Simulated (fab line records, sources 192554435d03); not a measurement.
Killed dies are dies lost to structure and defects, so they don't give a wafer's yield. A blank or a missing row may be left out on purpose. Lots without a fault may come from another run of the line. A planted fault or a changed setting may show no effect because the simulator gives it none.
Chamber matching | flow n5_finfet | N5_BEOL_M13_DESCUM_15 on rie_diel-01: 4 sister chambers
The step chemistry O2, time 7.9 s. 14 wafers are shown with their chamber, then 7 later ones without.

WAFERS WITH THEIR CHAMBER
wafer  | chamber | showerhead_plenum_p_Torr (Torr) | drypump_motor_current_A (A) | rf_vpp_V (V)
L078.1 | 3       | 2.01                            | 6.4                         | 242.2
L078.3 | 1       | 2.17                            | 6.2                         | 244.6
L078.5 | 2       | 2.13                            | 5.1                         | 244.2
L080.2 | 3       | 2.01                            | 6.3                         | 241.7
L080.4 | 2       | 2.13                            | 5.1                         | 245.4
L080.6 | 2       | 2.13                            | 5.1                         | 242.7
L081.2 | 3       | 2.01                            | 6.3                         | 242.7
L081.3 | 2       | 2.13                            | 5.1                         | 243.0
L081.5 | 1       | 2.17                            | 6.2                         | 243.8
L091.3 | 1       | 2.17                            | 6.2                         | 245.5
L091.4 | 1       | 2.17                            | 6.2                         | 244.5
L091.5 | 2       | 2.12                            | 5.1                         | 243.8
L092.1 | 2       | 2.12                            | 5.1                         | 243.1
L092.3 | 0       | 2.11                            | 6.1                         | 243.2

SIGNATURES (means of the wafers above)
reading                  | chamber 0 | chamber 1 | chamber 2 | chamber 3 | scatter within a chamber
showerhead_plenum_p_Torr | 2.1100    | 2.1700    | 2.1267    | 2.0100    | 0.00365
drypump_motor_current_A  | 6.100     | 6.200     | 5.100     | 6.333     | 0.0258
rf_vpp_V                 | 243.200   | 244.600   | 243.700   | 242.200   | 0.834
Rule: a wafer's distance from a chamber is the root of the sum, over the readings, of the square of ((its reading less the chamber's mean) divided by the reading's scatter). The wafer belongs to the nearest chamber; if the next one is less than 2 further off, it can't be placed. The scatter: the root of (the sum of the squares of (reading less its chamber's mean) over the shown wafers, divided by (wafers less chambers)).

WAFERS WITHOUT THEIR CHAMBER
wafer  | showerhead_plenum_p_Torr (Torr) | drypump_motor_current_A (A) | rf_vpp_V (V)
L092.6 | 2.16                            | 6.2                         | 242.5
L093.3 | 2.12                            | 5.1                         | 244.4
L093.5 | 2.12                            | 5.1                         | 244.3
L093.6 | 2.00                            | 6.4                         | 239.3
L097.3 | 2.16                            | 6.1                         | 244.7
L097.5 | 2.16                            | 6.2                         | 243.0
L097.6 | 2.11                            | 6.1                         | 243.3

WHICH CHAMBER EACH WENT THROUGH
wafer  | from the rows above | in truth
L092.6 | 1                   | 1
L093.3 | 2                   | 2
L093.5 | 2                   | 2
L093.6 | 3                   | 3
L097.3 | 1                   | 1
L097.5 | 1                   | 1
L097.6 | 0                   | 0
Placed correctly: 7 of 7. Can't be placed from these rows: 0. Placed wrongly: 0.
